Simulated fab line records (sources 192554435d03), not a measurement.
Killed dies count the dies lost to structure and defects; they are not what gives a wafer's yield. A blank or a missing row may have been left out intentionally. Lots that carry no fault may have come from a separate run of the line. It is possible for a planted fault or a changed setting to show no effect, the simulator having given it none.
fab line records	flow n5-finfet
record: lots: 7	wafers: 39
route steps=1938 shown FIN_SAQP@138 SD_EPI_N@269
start-h: hours from the record's first day to the start of the lot's first wafer shown	wait-h: time in hours since the lot's previous step	" identical to the entry in the row above	L1.1+2: one row covering several wafers at once	- no value present, or no start provided	* or withheld: withheld	< > ~ a bound
route shown NAME@n: a module of which the file shows steps, and the number in the route of the first	usual: mean and standard deviation over wafers with no fault	same: alike in all rows	chamber/n: place in a boat	sites: readings site by site	_std_site: the values' standard deviation	_edge_site: outer sites' mean less inner sites'	radius-mm: how far each site lies from the wafer's centre	mask NAME#n: copy n	behind: the tool/chamber that last shaped the wafer	hold: cause of the lot's hold/its duration in hours/its outcome	device: transistor that didn't switch, given as n, p or np	end of line: at the end of the route, the tests of the same wafers	step lacking rows: just its recipe	killed: at the first sort, the dies lost to defects and structure; wafer yield is something else	map: a wafer's dies, x killed, . not, _ none there
set.NAME: the setting as run; set.NAME@STEP: as run at that earlier step	model.NAME: the simulator's own value behind a step, which no gauge read
lots with deliberately changed settings; one table per step, one row per wafer
== steps ==
step: N5_FIN_SAQP_SPACER2_ALD_28
recipe: material: SiO2	target-thk-a: 81	temp-c: 300	ald-precursor-family: BDEAS	ald-co-reactant: O2-plasma	pulse-time-s: 1	purge-time-s: 2	co-reactant-purge-time-s: 2	pressure-torr: 2
lot.wafer	tool	chamber	start-h	wait-h	set.target-thk-a	model.SiO2_of_FIN_SAQP_SPACER2_ALD_28.thk-nm
L081.1+2+6	ald-sin-01	1,2,2	67.60	0.1	53.79	5.4
L081.3+4+5	"	0,3,3	"	"	81	8.2
L084.4+6	ald-sin-03	1,3	86.49	0.1	81	8.2
L084.5	"	0	"	"	81	8
L085.1+6	ald-sin-03	2,0	93.45	1.0	81	8
L085.2	"	1	"	"	122.9	12.4
L085.3+5	"	0,3	"	"	122.9	12.2
L085.4	"	3	"	"	81	8.2
L090.1+2	ald-sin-03	0,3	122.71	0.1	81	8
L090.3	"	2	"	"	81	8.2
L090.4+6	"	1,3	"	"	119.2	11.8
L090.5	"	2	"	"	119.2	12
L091.1+5+6	ald-sin-01	1,0,1	128.05	0.3	81	8
L091.2+3+4	"	2,3,0	"	"	81	8.2
L096.1+2+3+4+5+6	ald-sin-02	1,0,2,3,1,0	158.18	0.2	81	8.2
L097.1+5+6	ald-sin-01	3,1,2	163.10	0.1	81	8.2
L097.2+3+4	"	1,2,0	"	"	62.83	6.2
step: N5_FIN_SAQP_SPACER2_ETCHBACK_29
recipe: chemistry: CHF3/O2	mode: anisotropic-etchback	target: SiO2	target-depth-a: 122	time-s: 6.1	pressure-mtorr: 30	source-w: 650	bias-w: 170	Ar_flow_sccm: 200	CHF3_flow_sccm: 50	O2_flow_sccm: 5	ion-energy-ev: 200
step: N5_FIN_SAQP_MANDREL2_REMOVE_60
recipe: chemistry: HBr/Cl2/O2	bt-time-s: 10	target: a-Si	stop-on: SiNx	endpoint: OES-SiCl	over-etch-frac: 1	icp-w: 600	bias-w: 22	HBr_flow_sccm: 150	Cl2_flow_sccm: 80	O2_flow_sccm: 5	pressure-mtorr: 10
lot.wafer	tool	chamber	start-h	wait-h	set.target-thk-a@FIN_SAQP_SPACER2_ALD_28	model.FIN_SAQP.cd-nm
L081.1+2+6	rie-si-04	2,1,2	68.11	0.1	53.79	5.4
L081.3+4+5	"	3,0,3	"	"	81	8.2
L084.4+5	rie-si-06	3,0	87.17	0.1	81	8
L084.6	"	1	"	"	81	8.2
L085.1+4	rie-si-02	3,0	94.03	0.1	81	8.2
L085.2+3	"	2,1	"	"	122.9	12.4
L085.5	"	3	"	"	122.9	12.2
L085.6	"	0	"	"	81	8
L090.1	rie-si-02	1	123.35	0.1	81	8.2
L090.2+3	"	3,2	"	"	81	8
L090.4+6	"	0,2	"	"	119.2	11.8
L090.5	"	3	"	"	119.2	12
L091.1+2+3+5+6	rie-si-06	1,0,3,3,2	128.46	0.1	81	8.2
L091.4	"	2	"	"	81	8.4
L096.1+5	rie-si-04	1	158.59	0.1	81	8
L096.2+3+4+6	"	0,2,0,2	"	"	81	8.2
L097.1+5+6	rie-si-06	3,0,1	163.83	0.1	81	8.2
L097.2	"	0	"	"	62.83	6.2
L097.3+4	"	2,1	"	"	62.83	6.4
step: N5_FIN_SAQP_CD_MEAS_31
recipe: target-cd-nm: 8	landing-energy-ev: 1000	detector: se-inlens	polarity: line
usual: cd-nm: 8.12/0.2
lot.wafer	tool	chamber	start-h	wait-h	set.target-thk-a@FIN_SAQP_SPACER2_ALD_28	cd-nm
L081.1	cd-sem-02	0	68.22	0.1	53.79	5.27
L081.2	"	0	"	"	53.79	5.43
L081.3	"	0	"	"	81	8.15
L081.4	"	0	"	"	81	8.19
L081.5	"	0	"	"	81	8.34
L081.6	"	0	"	"	53.79	5.45
L084.4	cd-sem-02	0	87.29	0.1	81	7.99
L084.5	"	0	"	"	81	7.93
L084.6	"	0	"	"	81	8.08
L085.1	cd-sem-02	0	94.14	0.1	81	8.02
L085.2	"	0	"	"	122.9	12.46
L085.3	"	0	"	"	122.9	12.39
L085.4	"	0	"	"	81	8.06
L085.5	"	0	"	"	122.9	12.29
L085.6	"	0	"	"	81	7.70
L090.1	cd-sem-02	0	123.46	0.1	81	8.03
L090.2	"	0	"	"	81	7.66
L090.3	"	0	"	"	81	8.26
L090.4	"	0	"	"	119.2	12.02
L090.5	"	0	"	"	119.2	11.97
L090.6	"	0	"	"	119.2	11.73
L091.1	cd-sem-02	0	128.57	0.1	81	8.25
L091.2	"	0	"	"	81	8.22
L091.3	"	0	"	"	81	8.71
L091.4	"	0	"	"	81	8.59
L091.5	"	0	"	"	81	8.05
L091.6	"	0	"	"	81	8.06
L096.1	cd-sem-01	0	158.70	0.1	81	8.33
L096.2	"	0	"	"	81	7.99
L096.3	"	0	"	"	81	8.41
L096.4	"	0	"	"	81	7.93
L096.5	"	0	"	"	81	7.97
L096.6	"	0	"	"	81	7.82
L097.1	cd-sem-01	0	163.94	0.1	81	8.08
L097.2	"	0	"	"	62.83	6.21
L097.3	"	0	"	"	62.83	6.34
L097.4	"	0	"	"	62.83	6.31
L097.5	"	0	"	"	81	8.29
L097.6	"	0	"	"	81	8.09
step: N5_FIN_SAQP_HM_OPEN_33
recipe: chemistry: CH3F/O2	target: SiNx	mask-material: SiO2	target-depth-a: 494	time-s: 70.6	pressure-mtorr: 30	source-w: 395	bias-w: 73	Ar_flow_sccm: 150	CH3F_flow_sccm: 30	O2_flow_sccm: 20	ion-energy-ev: 120	ends: cleared
lot.wafer	tool	chamber	start-h	wait-h	set.target-thk-a@FIN_SAQP_SPACER2_ALD_28	model.FIN_SAQP.cd-nm
L081.1+2	rie-diel-04	0,3	68.27	0.0	53.79	5.4
L081.3+4+5	"	1,2,0	"	"	81	8.2
L081.6	"	3	"	"	53.79	5.6
L084.4	rie-diel-06	2	87.42	0.1	81	8.2
L084.5+6	"	0,3	"	"	81	8
L085.1	rie-diel-06	1	94.26	0.1	81	8
L085.2+3	"	3,2	"	"	122.9	12.4
L085.4+6	"	0,3	"	"	81	8.2
L085.5	"	2	"	"	122.9	12.2
L090.1+2+3	rie-diel-01	3,2,1	123.67	0.2	81	8.2
L090.4	"	0	"	"	119.2	11.8
L090.5+6	"	1,2	"	"	119.2	12
L091.1+5+6	rie-diel-01	2,3,1	128.62	0.0	81	8.2
L091.2+3+4	"	3,1,2	"	"	81	8.4
L096.1+4	rie-diel-01	1,0	158.78	0.1	81	8.2
L096.2+3+5+6	"	3,2,2,3	"	"	81	8
L097.1+5+6	rie-diel-04	3,3,2	164.01	0.1	81	8.2
L097.2	"	1	"	"	62.83	6.2
L097.3+4	"	0,2	"	"	62.83	6.4
step: N5_FIN_SAQP_ETCH_34
recipe: chemistry: C4F6/O2	target: SiO2	target-depth-a: 450	time-s: 15	ion-energy-ev: 250	pressure-mtorr: 30	source-w: 345	bias-w: 185	Ar_flow_sccm: 300	C4F6_flow_sccm: 10	O2_flow_sccm: 10	ends: cleared
step: N5_FIN_SAQP_STRIP_77
recipe: chemistry: N2/H2	time-s: 90	power-w: 100	temp-c: 40	pressure-mtorr: 100	rf-frequency-hz: 6e+07	bias-power-w: 3	n2-flow-sccm: 300	h2-flow-sccm: 300
step: N5_FIN_SAQP_HM_CD_35
recipe: target-cd-nm: 8	polarity: line
usual: cd-nm: 8.17/0.19
lot.wafer	tool	chamber	start-h	wait-h	set.target-thk-a@FIN_SAQP_SPACER2_ALD_28	cd-nm
L081.1	cd-sem-03	-	68.48	0.1	53.79	5.46
L081.2	"	-	"	"	53.79	5.23
L081.3	"	-	"	"	81	8.19
L081.4	"	-	"	"	81	8.27
L081.5	"	-	"	"	81	8.09
L081.6	"	-	"	"	53.79	5.74
L084.4	cd-sem-02	-	87.65	0.1	81	8.19
L084.5	"	-	"	"	81	7.93
L084.6	"	-	"	"	81	7.85
L085.1	cd-sem-02	-	94.48	0.1	81	7.92
L085.2	"	-	"	"	122.9	12.14
L085.3	"	-	"	"	122.9	12.51
L085.4	"	-	"	"	81	7.86
L085.5	"	-	"	"	122.9	12.45
L085.6	"	-	"	"	81	8.07
L090.1	cd-sem-03	-	123.88	0.1	81	8.39
L090.2	"	-	"	"	81	8.50
L090.3	"	-	"	"	81	8.10
L090.4	"	-	"	"	119.2	11.93
L090.5	"	-	"	"	119.2	11.99
L090.6	"	-	"	"	119.2	11.62
L091.1	cd-sem-03	-	128.83	0.1	81	8.52
L091.2	"	-	"	"	81	8.28
L091.3	"	-	"	"	81	8.41
L091.4	"	-	"	"	81	8.53
L091.5	"	-	"	"	81	7.94
L091.6	"	-	"	"	81	8.15
L096.1	cd-sem-03	-	158.99	0.1	81	8.41
L096.2	"	-	"	"	81	7.94
L096.3	"	-	"	"	81	8.11
L096.4	"	-	"	"	81	8.44
L096.5	"	-	"	"	81	7.89
L096.6	"	-	"	"	81	8.31
L097.1	cd-sem-01	-	164.23	0.1	81	8.18
L097.2	"	-	"	"	62.83	6.22
L097.3	"	-	"	"	62.83	6.32
L097.4	"	-	"	"	62.83	6.36
L097.5	"	-	"	"	81	7.67
L097.6	"	-	"	"	81	8.02
step: N5_FIN_SAQP_ETCH_64
recipe: chemistry: CF4	target: SiO2	target-depth-a: 15	ion-energy-ev: 350	pressure-mtorr: 10	icp-w: 800	bias-w: 400	cf4-flow-sccm: 80
lot.wafer	tool	chamber	start-h	wait-h	set.target-thk-a@FIN_SAQP_SPACER2_ALD_28	model.FIN_SAQP.cd-nm
L081.1+2	rie-si-06	1,0	68.53	0.0	53.79	5.4
L081.3	"	2	"	"	81	8.4
L081.4+5	"	3,2	"	"	81	8.2
L081.6	"	3	"	"	53.79	5.6
L084.4+6	rie-si-02	3,0	87.69	0.0	81	8.2
L084.5	"	3	"	"	81	8
L085.1	rie-si-06	2	94.53	0.0	81	8
L085.2+3	"	0,1	"	"	122.9	12.4
L085.4+6	"	3,0	"	"	81	8.2
L085.5	"	1	"	"	122.9	12.2
L090.1+3	rie-si-04	0,3	123.93	0.0	81	8.2
L090.2	"	1	"	"	81	8
L090.4	"	0	"	"	119.2	11.6
L090.5	"	3	"	"	119.2	12
L090.6	"	1	"	"	119.2	11.8
L091.1+2+3+4+6	rie-si-02	1,0,3,2,1	128.88	0.0	81	8.4
L091.5	"	0	"	"	81	8.2
L096.1+4+6	rie-si-06	1,3,0	159.04	0.0	81	8.2
L096.2+3+5	"	2,0,3	"	"	81	8
L097.1	rie-si-06	2	164.28	0.0	81	8
L097.2+3+4	"	1,3,0	"	"	62.83	6.4
L097.5+6	"	1,2	"	"	81	8.2
step: N5_FIN_SAQP_FIN_ETCH_36
recipe: chemistry: HBr/Cl2/O2	target-depth-a: 1200	mask-material: SiNx	time-s: 50.4	bias-w: 102	pressure-mtorr: 10	icp-w: 800	HBr_flow_sccm: 150	Cl2_flow_sccm: 80	O2_flow_sccm: 12
step: N5_FIN_SAQP_CD_MEAS_37
recipe: target-cd-nm: 8	polarity: line
usual: cd-nm: 8.15/0.24
lot.wafer	tool	chamber	start-h	wait-h	set.target-thk-a@FIN_SAQP_SPACER2_ALD_28	cd-nm
L081.1	cd-sem-03	-	68.67	0.1	53.79	5.67
L081.2	"	-	"	"	53.79	5.75
L081.3	"	-	"	"	81	8.79
L081.4	"	-	"	"	81	8.52
L081.5	"	-	"	"	81	8.55
L081.6	"	-	"	"	53.79	5.77
L084.4	cd-sem-03	-	87.84	0.1	81	8.20
L084.5	"	-	"	"	81	8.23
L084.6	"	-	"	"	81	8.32
L085.1	cd-sem-03	-	94.66	0.1	81	8.18
L085.2	"	-	"	"	122.9	12.26
L085.3	"	-	"	"	122.9	12.32
L085.4	"	-	"	"	81	8.31
L085.5	"	-	"	"	122.9	11.90
L085.6	"	-	"	"	81	8.10
L090.1	cd-sem-02	-	124.07	0.1	81	8.49
L090.2	"	-	"	"	81	8.04
L090.3	"	-	"	"	81	7.94
L090.4	"	-	"	"	119.2	11.57
L090.5	"	-	"	"	119.2	11.41
L090.6	"	-	"	"	119.2	11.87
L091.1	cd-sem-03	-	129.02	0.1	81	8.51
L091.2	"	-	"	"	81	8.57
L091.3	"	-	"	"	81	8.55
L091.4	"	-	"	"	81	8.38
L091.5	"	-	"	"	81	8.08
L091.6	"	-	"	"	81	8.41
L096.1	cd-sem-01	-	159.18	0.1	81	8.47
L096.2	"	-	"	"	81	8.07
L096.3	"	-	"	"	81	8.01
L096.4	"	-	"	"	81	7.99
L096.5	"	-	"	"	81	8.33
L096.6	"	-	"	"	81	8.27
L097.1	cd-sem-03	-	164.42	0.1	81	8.01
L097.2	"	-	"	"	62.83	6.17
L097.3	"	-	"	"	62.83	6.12
L097.4	"	-	"	"	62.83	6.59
L097.5	"	-	"	"	81	8.23
L097.6	"	-	"	"	81	8.28
step: N5_SD_EPI_N_DEVELOP_08
recipe: develop-time-s: 30	developer: TMAH	resist: CAR-ArF-block	dev-temp-c: 23	rinse-liquid: diw	dry: air-spin
lot.wafer	tool	chamber	start-h	wait-h	set.develop-time-s
L081.1+4+6	litho-track-04	0	-	-	25.06
L081.2+3+5	"	0	"	"	30
L084.4+5+6	litho-track-02	0	-	-	30
L085.1+2+5	litho-track-02	0	-	-	14.13
L085.3+4+6	"	0	"	"	30
L090.1+2+4	litho-track-04	0	-	-	45.12
L090.3+5+6	"	0	"	"	30
L091.1+5+6	litho-track-04	0	-	-	20.97
L091.2+3+4	"	0	"	"	30
L096.1+2+3+4+5+6	litho-track-03	0	-	-	30
L097.1+4+6	litho-track-04	0	-	-	30
L097.2+3+5	"	0	"	"	14.13
step: N5_SD_EPI_N_CD_MEAS_09
recipe: target-cd-nm: 120	landing-energy-ev: 500	detector: se-inlens
usual: cd-nm: 119.9/0.54
lot.wafer	tool	chamber	start-h	wait-h	set.develop-time-s@SD_EPI_N_DEVELOP_08	cd-nm
L081.1	cd-sem-02	0	93.76	-	25.06	118.5
L081.2	"	0	"	"	30	120.1
L081.3	"	0	"	"	30	119.6
L081.4	"	0	"	"	25.06	118.7
L081.5	"	0	"	"	30	119.5
L081.6	"	0	"	"	25.06	118.8
L084.4	cd-sem-03	0	109.72	-	30	119.7
L084.5	"	0	"	"	30	120.1
L084.6	"	0	"	"	30	119.7
L085.1	cd-sem-03	0	122.09	-	14.13	115.4
L085.2	"	0	"	"	14.13	115.9
L085.3	"	0	"	"	30	120.4
L085.4	"	0	"	"	30	119.6
L085.5	"	0	"	"	14.13	116.5
L085.6	"	0	"	"	30	120.1
L090.1	cd-sem-01	0	147.71	-	45.12	121.9
L090.2	"	0	"	"	45.12	121.4
L090.3	"	0	"	"	30	119.5
L090.4	"	0	"	"	45.12	121.3
L090.5	"	0	"	"	30	119.5
L090.6	"	0	"	"	30	119.1
L091.1	cd-sem-02	0	150.32	-	20.97	117.4
L091.2	"	0	"	"	30	119.4
L091.3	"	0	"	"	30	119.5
L091.4	"	0	"	"	30	120.0
L091.5	"	0	"	"	20.97	117.8
L091.6	"	0	"	"	20.97	117.9
L096.1	cd-sem-03	0	182.81	-	30	121.1
L096.2	"	0	"	"	30	119.5
L096.3	"	0	"	"	30	120.9
L096.4	"	0	"	"	30	120.8
L096.5	"	0	"	"	30	120.4
L096.6	"	0	"	"	30	120.7
L097.1	cd-sem-02	0	186.24	-	30	119.1
L097.2	"	0	"	"	14.13	115.4
L097.3	"	0	"	"	14.13	115.1
L097.4	"	0	"	"	30	119.8
L097.5	"	0	"	"	14.13	114.9
L097.6	"	0	"	"	30	119.7
step: N5_SD_EPI_N_DESCUM_14
recipe: chemistry: O2	time-s: 7.9	source-power-w: 50	bias-power-w: 20	pressure-mtorr: 20	rf-frequency-hz: 2.712e+07	temp-c: 40	resist: CAR-ArF-block	o2-flow-sccm: 225
lot.wafer	tool	chamber	start-h	wait-h	set.develop-time-s@SD_EPI_N_DEVELOP_08	model.SD_EPI_N.cd-nm
L081.1+4	rie-diel-01	2,1	94.01	0.2	25.06	118.6
L081.2	"	1	"	"	30	120.4
L081.3	"	0	"	"	30	119.8
L081.5	"	2	"	"	30	119.6
L081.6	"	0	"	"	25.06	118.8
L084.4	rie-diel-06	1	110.19	0.4	30	119.8
L084.5	"	0	"	"	30	120.4
L084.6	"	1	"	"	30	120
L085.1	rie-diel-04	3	122.18	0.0	14.13	115.6
L085.2+5	"	0	"	"	14.13	116
L085.3	"	2	"	"	30	120.4
L085.4	"	1	"	"	30	119.4
L085.6	"	3	"	"	30	120.2
L090.1	rie-diel-04	1	147.79	0.0	45.12	121.8
L090.2	"	0	"	"	45.12	121
L090.3	"	3	"	"	30	119.2
L090.4	"	1	"	"	45.12	121.4
L090.5	"	3	"	"	30	119.4
L090.6	"	0	"	"	30	119
L091.1	rie-diel-01	2	150.42	0.0	20.97	117.4
L091.2	"	1	"	"	30	119.4
L091.3	"	3	"	"	30	119.6
L091.4	"	1	"	"	30	119.8
L091.5	"	2	"	"	20.97	118
L091.6	"	3	"	"	20.97	118.2
L096.1	rie-diel-06	3	182.90	0.0	30	120.8
L096.2	"	1	"	"	30	119.6
L096.3+4+6	"	2,0,2	"	"	30	120.4
L096.5	"	1	"	"	30	120.2
L097.1	rie-diel-01	3	186.57	0.3	30	119
L097.2	"	2	"	"	14.13	115.4
L097.3	"	1	"	"	14.13	114.8
L097.4	"	0	"	"	30	119.8
L097.5	"	0	"	"	14.13	115
L097.6	"	3	"	"	30	119.6
step: N5_SD_EPI_N_ETCH_34
recipe: chemistry: CF4	target: SiARC	target-depth-a: 455	mask-material: CAR-ArF-block	time-s: 75.8	ion-energy-ev: 80	pressure-mtorr: 40	source-w: 545	bias-w: 36	Ar_flow_sccm: 100	cf4-flow-sccm: 100	ends: cleared
step: N5_SD_EPI_N_ETCH_35
recipe: chemistry: N2/H2	target: SOC	overetch-a: 1080	mask-material: SiARC	temp-c: 40	ion-energy-ev: 100	source-w: 3000	bias-w: 133	pressure-mtorr: 20	time-s: 486	n2-flow-sccm: 200	h2-flow-sccm: 200
lot.wafer	tool	chamber	start-h	wait-h	set.develop-time-s@SD_EPI_N_DEVELOP_08	model.SD_EPI_N.cd-nm
L081.1+6	rie-diel-01	2,0	94.10	0.0	25.06	118.6
L081.2+5	"	1,2	"	"	30	119.4
L081.3	"	0	"	"	30	119
L081.4	"	1	"	"	25.06	118
L084.4	rie-diel-06	1	110.28	0.0	30	119.2
L084.5	"	0	"	"	30	119.6
L084.6	"	1	"	"	30	120.4
L085.1	rie-diel-04	3	122.27	0.0	14.13	114.4
L085.2	"	0	"	"	14.13	115
L085.3	"	2	"	"	30	120
L085.4	"	1	"	"	30	119.2
L085.5	"	0	"	"	14.13	115.4
L085.6	"	3	"	"	30	120.4
L090.1	rie-diel-04	1	147.89	0.0	45.12	121.2
L090.2	"	0	"	"	45.12	120.8
L090.3	"	3	"	"	30	119
L090.4	"	1	"	"	45.12	120.2
L090.5	"	3	"	"	30	119.8
L090.6	"	0	"	"	30	119.2
L091.1	rie-diel-01	2	150.51	0.0	20.97	117.6
L091.2	"	1	"	"	30	119.8
L091.3	"	3	"	"	30	121.2
L091.4	"	1	"	"	30	120.4
L091.5	"	2	"	"	20.97	117.4
L091.6	"	3	"	"	20.97	119
L096.1+3	rie-diel-06	3,2	182.99	0.0	30	120.8
L096.2	"	1	"	"	30	119.2
L096.4	"	0	"	"	30	119.4
L096.5	"	1	"	"	30	120.4
L096.6	"	2	"	"	30	121.8
L097.1+6	rie-diel-01	3	186.66	0.0	30	119
L097.2	"	2	"	"	14.13	114.2
L097.3	"	1	"	"	14.13	113.8
L097.4	"	0	"	"	30	120.6
L097.5	"	0	"	"	14.13	115.8
step: N5_SD_EPI_N_STRIP_36
recipe: chemistry: N2/H2	temp-c: 40	n2-flow-sccm: 200	h2-flow-sccm: 200	rf-frequency-hz: 6e+07
step: N5_SD_EPI_N_ETCHBACK_44
recipe: chemistry: CH3F/O2	mode: anisotropic-etchback	target: SiNx	target-depth-a: 145	stop-on: SiO2	over-etch-frac: 0.3	ion-energy-ev: 120	pressure-mtorr: 30	source-w: 395	bias-w: 73	Ar_flow_sccm: 150	CH3F_flow_sccm: 30	O2_flow_sccm: 20
step: N5_SD_EPI_N_ETCH_45
recipe: chemistry: CH3F/O2	target: SiOCN	target-depth-a: 60	mask-material: SOC	ion-energy-ev: 60	bias-w: 29	pressure-mtorr: 15	source-w: 410	Ar_flow_sccm: 150	CH3F_flow_sccm: 30	O2_flow_sccm: 20
lot.wafer	tool	chamber	start-h	wait-h	set.develop-time-s@SD_EPI_N_DEVELOP_08	model.SD_EPI_N.cd-nm
L081.1+6	rie-diel-01	2,0	94.53	0.1	25.06	118.6
L081.2+5	"	1,2	"	"	30	119.4
L081.3	"	0	"	"	30	119
L081.4	"	1	"	"	25.06	118
L084.4	rie-diel-06	1	110.70	0.1	30	119.4
L084.5	"	0	"	"	30	119.6
L084.6	"	1	"	"	30	120.4
L085.1	rie-diel-04	3	122.70	0.1	14.13	114.4
L085.2	"	0	"	"	14.13	115
L085.3	"	2	"	"	30	120
L085.4	"	1	"	"	30	119.2
L085.5	"	0	"	"	14.13	115.4
L085.6	"	3	"	"	30	120.4
L090.1	rie-diel-04	1	148.31	0.1	45.12	121.2
L090.2	"	0	"	"	45.12	120.6
L090.3	"	3	"	"	30	119
L090.4	"	1	"	"	45.12	120.2
L090.5	"	3	"	"	30	119.8
L090.6	"	0	"	"	30	119.4
L091.1+5	rie-diel-01	2	150.93	0.1	20.97	117.4
L091.2	"	1	"	"	30	119.6
L091.3	"	3	"	"	30	121.2
L091.4	"	1	"	"	30	120.4
L091.6	"	3	"	"	20.97	119
L096.1+3	rie-diel-06	3,2	183.42	0.1	30	120.8
L096.2	"	1	"	"	30	119.2
L096.4	"	0	"	"	30	119.4
L096.5	"	1	"	"	30	120.4
L096.6	"	2	"	"	30	121.8
L097.1+6	rie-diel-01	3	187.08	0.1	30	119
L097.2	"	2	"	"	14.13	114.2
L097.3	"	1	"	"	14.13	113.8
L097.4	"	0	"	"	30	120.6
L097.5	"	0	"	"	14.13	115.8
== key ==
split: step: N5_FIN_SAQP_SPACER2_ALD_28	setting: target-thk-a	stated: 81	by: wafer
response: step: N5_FIN_SAQP_SPACER2_ALD_28	reading: model.SiO2_of_FIN_SAQP_SPACER2_ALD_28.thk-nm	change: +0.082	per: 1%	r: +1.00
response: step: N5_FIN_SAQP_MANDREL2_REMOVE_60	reading: model.FIN_SAQP.cd-nm	change: +0.0815	per: 1%	r: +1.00
response: step: N5_FIN_SAQP_CD_MEAS_31	reading: cd-nm	change: +0.0846	per: 1%	r: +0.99
response: step: N5_FIN_SAQP_HM_OPEN_33	reading: model.FIN_SAQP.cd-nm	change: +0.0807	per: 1%	r: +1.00
response: step: N5_FIN_SAQP_HM_CD_35	reading: cd-nm	change: +0.08	per: 1%	r: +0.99
response: step: N5_FIN_SAQP_ETCH_64	reading: model.FIN_SAQP.cd-nm	change: +0.0801	per: 1%	r: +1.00
response: step: N5_FIN_SAQP_CD_MEAS_37	reading: cd-nm	change: +0.0777	per: 1%	r: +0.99
split: step: N5_SD_EPI_N_DEVELOP_08	setting: develop-time-s	stated: 30	by: wafer
response: step: N5_SD_EPI_N_CD_MEAS_09	reading: cd-nm	change: +0.068	per: 1%	r: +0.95
response: step: N5_SD_EPI_N_DESCUM_14	reading: model.SD_EPI_N.cd-nm	change: +0.0682	per: 1%	r: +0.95
response: step: N5_SD_EPI_N_ETCH_35	reading: model.SD_EPI_N.cd-nm	change: +0.0731	per: 1%	r: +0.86
response: step: N5_SD_EPI_N_ETCH_45	reading: model.SD_EPI_N.cd-nm	change: +0.0724	per: 1%	r: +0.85
